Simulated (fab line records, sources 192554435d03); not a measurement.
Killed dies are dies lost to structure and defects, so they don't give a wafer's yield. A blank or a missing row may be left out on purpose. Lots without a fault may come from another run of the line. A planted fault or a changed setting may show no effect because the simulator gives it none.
Chamber matching | flow n5_finfet | N5_BEOL_M6_PECVD_70 on pecvd-03: 3 sister chambers
The step deposits SiO2 from TEOS/O2, target thk 20 nm, time 22.7 s. 3 wafers are shown with their chamber, then 12 later ones without.

WAFERS WITH THEIR CHAMBER
wafer  | chamber | throttle_valve_pct (%)
L077.4 | 1       | 20.7
L085.5 | 0       | 25.2
L085.6 | 2       | 21.8

WAFERS WITHOUT THEIR CHAMBER
wafer  | throttle_valve_pct (%)
L090.1 | 21.8
L090.2 | 25.4
L090.3 | 20.9
L090.4 | 21.1
L090.5 | 25.4
L090.6 | 21.8
L095.1 | 21.1
L095.5 | 20.8
L095.6 | 21.8
L097.1 | 20.9
L097.3 | 25.3
L097.5 | 21.1

WHICH CHAMBER EACH WENT THROUGH
wafer  | from the rows above     | in truth
L090.1 | 2                       | 2
L090.2 | 0                       | 0
L090.3 | 1                       | 1
L090.4 | can't be placed: 1 or 2 | 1
L090.5 | 0                       | 0
L090.6 | 2                       | 2
L095.1 | can't be placed: 1 or 2 | 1
L095.5 | 1                       | 1
L095.6 | 2                       | 2
L097.1 | 1                       | 1
L097.3 | 0                       | 0
L097.5 | can't be placed: 1 or 2 | 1
Placed correctly: 9 of 12. Can't be placed from these rows: 3 (the true chamber is among the candidates in 3). Placed wrongly: 0.
How it was worked out, from the rows above alone: a wafer's distance from a chamber is the root of the sum, over the readings, of the square of ((its reading less the chamber's mean) divided by the reading's scatter). The wafer belongs to the nearest chamber; if the next one is less than 2 further off, it can't be placed. A chamber's mean is the mean of its shown wafers. The scatter: with one shown wafer a chamber, the root of the mean of the squares of how far each hidden wafer lies from its nearest shown one.
